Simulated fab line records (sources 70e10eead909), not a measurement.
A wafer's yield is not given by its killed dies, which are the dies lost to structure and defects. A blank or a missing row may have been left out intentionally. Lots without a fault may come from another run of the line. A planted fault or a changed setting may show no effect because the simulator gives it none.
Chamber matching + flow nand harc + rie diel-02 running NHARC_A_CONTACT_ETCH_102: 4 sister chambers
The step etches the open film in CF4/O2, target depth 100 nm, overetch 10 nm, time 55 s. 8 wafers are shown with their chamber, then 12 later ones without.

WAFERS WITH THEIR CHAMBER
| wafer  | chamber | drypump motor current A (A) | rf vpp V (V) |
|--------|---------|-----------------------------|--------------|
| L079.6 | 0       | 6.0                         | 200.6        |
| L088.3 | 1       | 5.7                         | 195.1        |
| L088.4 | 3       | 5.8                         | 196.9        |
| L089.3 | 0       | 6.0                         | 198.9        |
| L089.4 | 1       | 5.7                         | 194.7        |
| L091.3 | 2       | 5.8                         | 194.1        |
| L091.5 | 3       | 5.9                         | 197.1        |
| L091.6 | 2       | 5.8                         | 196.4        |

WAFERS WITHOUT THEIR CHAMBER
| wafer  | drypump motor current A (A) | rf vpp V (V) |
|--------|-----------------------------|--------------|
| L090.1 | 5.8                         | 196.8        |
| L090.3 | 5.7                         | 196.4        |
| L090.4 | 5.8                         | 196.2        |
| L096.2 | 5.9                         | 195.6        |
| L096.3 | 6.0                         | 197.6        |
| L096.4 | 5.8                         | 195.4        |
| L097.1 | 5.9                         | 195.8        |
| L097.3 | 6.0                         | 200.8        |
| L097.6 | 5.8                         | 196.2        |
| L095.1 | 6.0                         | 199.2        |
| L095.4 | 5.8                         | 194.9        |
| L095.5 | 6.0                         | 198.2        |

WHICH CHAMBER EACH WENT THROUGH
| wafer  | from the rows above          | in truth |
|--------|------------------------------|----------|
| L090.1 | can't be placed: 3 or 2 or 1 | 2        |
| L090.3 | can't be placed: 1 or 2      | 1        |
| L090.4 | can't be placed: 2 or 3      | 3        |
| L096.2 | can't be placed: 3 or 2      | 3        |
| L096.3 | 0                            | 0        |
| L096.4 | can't be placed: 2 or 3      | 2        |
| L097.1 | can't be placed: 3 or 2      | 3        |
| L097.3 | 0                            | 0        |
| L097.6 | can't be placed: 2 or 3      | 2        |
| L095.1 | 0                            | 0        |
| L095.4 | 2                            | 2        |
| L095.5 | 0                            | 0        |
Correct placement for 5 of the 12. These rows do not allow placing 7 (true chamber among the candidates in 7). Wrongly placed: 0.
How it was worked out, from the rows above alone: a wafer's distance from a chamber is the root of the sum, over the readings, of the square of ((its reading less the chamber's mean) divided by the reading's scatter). If the next closest chamber is less than 2 further off than the closest, the wafer can't be placed; otherwise it belongs to the closest. Each chamber's mean is taken over the wafers shown for it. The scatter: take each reading less its chamber's mean, square it, sum over the shown wafers, divide by the number of wafers less the number of chambers, and take the root.
